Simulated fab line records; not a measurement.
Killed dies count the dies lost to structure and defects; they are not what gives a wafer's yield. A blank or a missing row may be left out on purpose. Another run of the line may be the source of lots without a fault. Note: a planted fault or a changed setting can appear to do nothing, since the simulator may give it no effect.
Which of the tools did it? + flow n5-finfet + 12 lots with 33 wafers sampled at 5 steps, on a route of 1938 steps

## WHAT THE GAUGES READ, wafer by wafer
N5_BEOL_M11_INSPECT_58: inspects for defects (darkfield).
| lot  | measured     | on                | raw-defect-count |
|------|--------------|-------------------|------------------|
| L170 | day 11 03:40 | defect-inspect-02 | 63 77 82         |
| L171 | day 11 04:04 | defect-inspect-02 | 82 77 54         |
| L172 | day 11 12:22 | defect-inspect-01 | 61 85 87         |
| L173 | day 11 22:27 | defect-inspect-02 | 94 76 64         |
| L176 | day 12 16:26 | defect-inspect-01 | 62 60            |
| L175 | day 12 17:18 | defect-inspect-01 | 38 51            |
| L177 | day 12 17:46 | defect-inspect-01 | 67 71            |
| L178 | day 13 11:50 | defect-inspect-01 | 56 93 96         |
| L181 | day 14 02:38 | defect-inspect-01 | 46 67 47         |
| L190 | day 17 02:15 | defect-inspect-01 | 101 81 56        |
| L193 | day 17 08:59 | defect-inspect-01 | 73 69 88         |
| L192 | day 17 11:12 | defect-inspect-02 | 100 84 78        |

## WHICH TOOL RAN EACH LOT (tool, then ch and the chambers of the sampled wafers, then the start)
| lot  | N5_BEOL_M11_STRIP_77                          | N5_BEOL_M11_PRE_CLEAN_45     | N5_BEOL_M11_ECD_50             | N5_BEOL_M11_CMP_52            |
|------|-----------------------------------------------|------------------------------|--------------------------------|-------------------------------|
| L170 | rie-diel-06 ch 0,1,3, day 11 01:53 or earlier | pvd-sputter-03, day 11 01:53 | ecd-cu-01 ch 0,1, day 11 02:47 | cmp-04 ch 0,1,3, day 11 03:14 |
| L171 | rie-diel-05 ch 0,2, day 11 02:04 or earlier   | pvd-sputter-01, day 11 02:04 | ecd-cu-01 ch 0,1, day 11 03:08 | cmp-02 ch 0,1,2, day 11 03:38 |
| L172 | rie-diel-06 ch 1,3, day 11 10:47 or earlier   | pvd-sputter-01, day 11 10:47 | ecd-cu-01 ch 0,1, day 11 11:31 | cmp-01 ch 0,3, day 11 11:55   |
| L173 | rie-diel-05 ch 0,1,3, day 11 18:31 or earlier | pvd-sputter-03, day 11 18:31 | ecd-cu-02 ch 0,1, day 11 21:07 | cmp-02 ch 0,1,3, day 11 22:02 |
| L176 | rie-diel-05 ch 0,2, day 12 14:41 or earlier   | pvd-sputter-01, day 12 14:41 | ecd-cu-01 ch 0,1, day 12 15:35 | cmp-04 ch 1, day 12 16:02     |
| L175 | rie-diel-05 ch 1,3, day 12 15:27 or earlier   | pvd-sputter-02, day 12 15:27 | ecd-cu-01 ch 0, day 12 16:17   | cmp-01 ch 0,2, day 12 16:58   |
| L177 | rie-diel-06 ch 1,3, day 12 16:01 or earlier   | pvd-sputter-02, day 12 16:01 | ecd-cu-01 ch 0, day 12 16:55   | cmp-02 ch 2, day 12 17:19     |
| L178 | rie-diel-06 ch 1,2, day 13 10:02 or earlier   | pvd-sputter-01, day 13 10:02 | ecd-cu-01 ch 1, day 13 10:47   | cmp-02 ch 0,3, day 13 11:23   |
| L181 | rie-diel-06 ch 0,2,3, day 14 00:57 or earlier | pvd-sputter-01, day 14 00:57 | ecd-cu-01 ch 0,1, day 14 01:45 | cmp-02 ch 1,2, day 14 02:11   |
| L190 | rie-diel-06 ch 1,2,3, day 16 19:32 or earlier | pvd-sputter-01, day 16 19:32 | ecd-cu-02 ch 0,1, day 16 22:15 | cmp-02 ch 1,2, day 17 01:50   |
| L193 | rie-diel-06 ch 0,2,3, day 17 07:22 or earlier | pvd-sputter-01, day 17 07:22 | ecd-cu-02 ch 0,1, day 17 08:08 | cmp-01 ch 1,3, day 17 08:32   |
| L192 | rie-diel-05 ch 0,1,3, day 17 09:14 or earlier | pvd-sputter-03, day 17 09:14 | ecd-cu-01 ch 0,1, day 17 09:55 | cmp-04 ch 0,1,2, day 17 10:50 |
- N5_BEOL_M11_STRIP_77: strips in N2/H2, time 10 s.
- N5_BEOL_M11_PRE_CLEAN_45: time 30 s.
- N5_BEOL_M11_ECD_50: material Cu, target thk 318 nm.
- N5_BEOL_M11_CMP_52: polishes, stops on SiCOH lowk, t overpolish 7 s, target thk 140 nm.

## AS READ BY THE TOOLS THEMSELVES (means over the sampled wafers that have a number; for cases with no such wafer, the mark the record gives instead)
N5_BEOL_M11_STRIP_77.
| lot  | tool        | drypump-motor-current-A (A) | oes-product-au (a.u.) | rf-vpp-V (V) | showerhead-plenum-p-Torr (Torr) | throttle-valve-pct (%) |
|------|-------------|-----------------------------|-----------------------|--------------|---------------------------------|------------------------|
| L170 | rie-diel-06 | 5.70                        | 0.78                  | 58.9         | 2.44                            | 23.68                  |
| L171 | rie-diel-05 | 5.46                        | 0.86                  | 59.4         | 2.56                            | 23.76                  |
| L172 | rie-diel-06 | 5.73                        | 0.74                  | 59.2         | 2.43                            | 23.71                  |
| L173 | rie-diel-05 | 5.73                        | 0.81                  | 59.4         | 2.61                            | 23.91                  |
| L176 | rie-diel-05 | 5.42                        | 0.81                  | 59.5         | 2.54                            | 23.63                  |
| L175 | rie-diel-05 | 5.88                        | 0.75                  | 59.2         | 2.60                            | 23.87                  |
| L177 | rie-diel-06 | 5.77                        | 0.73                  | 58.6         | 2.42                            | 23.66                  |
| L178 | rie-diel-06 | 5.53                        | 0.78                  | 59.4         | 2.53                            | 23.86                  |
| L181 | rie-diel-06 | 5.59                        | 0.80                  | 59.0         | 2.53                            | 23.71                  |
| L190 | rie-diel-06 | 5.63                        | 0.76                  | 58.9         | 2.51                            | 23.77                  |
| L193 | rie-diel-06 | 5.59                        | 0.78                  | 59.0         | 2.52                            | 23.74                  |
| L192 | rie-diel-05 | 5.74                        | 0.77                  | 59.7         | 2.59                            | 23.95                  |

N5_BEOL_M11_PRE_CLEAN_45.
| lot  | tool           | heater-power-w (W) |
|------|----------------|--------------------|
| L170 | pvd-sputter-03 | 283                |
| L171 | pvd-sputter-01 | 342                |
| L172 | pvd-sputter-01 | 312                |
| L173 | pvd-sputter-03 | 282                |
| L176 | pvd-sputter-01 | 326                |
| L175 | pvd-sputter-02 | 352                |
| L177 | pvd-sputter-02 | 340                |
| L178 | pvd-sputter-01 | 332                |
| L181 | pvd-sputter-01 | 338                |
| L190 | pvd-sputter-01 | 311                |
| L193 | pvd-sputter-01 | 338                |
| L192 | pvd-sputter-03 | 300                |

N5_BEOL_M11_CMP_52.
| lot  | tool   | motor-current-A (A) | time-to-endpoint-s (s) |
|------|--------|---------------------|------------------------|
| L170 | cmp-04 | 6.7                 | 64                     |
| L171 | cmp-02 | 6.1                 | 70                     |
| L172 | cmp-01 | 6.3                 | 67                     |
| L173 | cmp-02 | 6.2                 | 67                     |
| L176 | cmp-04 | 7.1                 | 64                     |
| L175 | cmp-01 | 6.8                 | 72                     |
| L177 | cmp-02 | 6.2                 | 68                     |
| L178 | cmp-02 | 6.6                 | 56                     |
| L181 | cmp-02 | 6.5                 | 59                     |
| L190 | cmp-02 | 5.8                 | 69                     |
| L193 | cmp-01 | 5.7                 | 65                     |
| L192 | cmp-04 | 6.9                 | 68                     |

## THE ANSWER, worked out from the rows above alone
Rule: the usual values come from the lots themselves. Put in order of their means at a reading, lots are off if they are a third of the lots or fewer, leave a main group of 4 or more, and stand apart from it by a gap of 3 or more times the standard deviation of the main group's means; of several such gaps the widest counts. If all means in a main group match to the digits the tables above print for the reading, that group is not used. Also off: a lot with no number at a reading for which 4 or more lots have one. All remaining lots with rows at the step are treated as sound. Order of review: gauges by route order, followed by the tools' own readings, for which a lot's mean as printed above is used. At the first step where some lot is off, the reading lying furthest off is the one used; lots without a number count as furthest.
No lot is off at any reading shown: from this, nothing can be told.

## WHAT THE SIMULATOR PUT IN
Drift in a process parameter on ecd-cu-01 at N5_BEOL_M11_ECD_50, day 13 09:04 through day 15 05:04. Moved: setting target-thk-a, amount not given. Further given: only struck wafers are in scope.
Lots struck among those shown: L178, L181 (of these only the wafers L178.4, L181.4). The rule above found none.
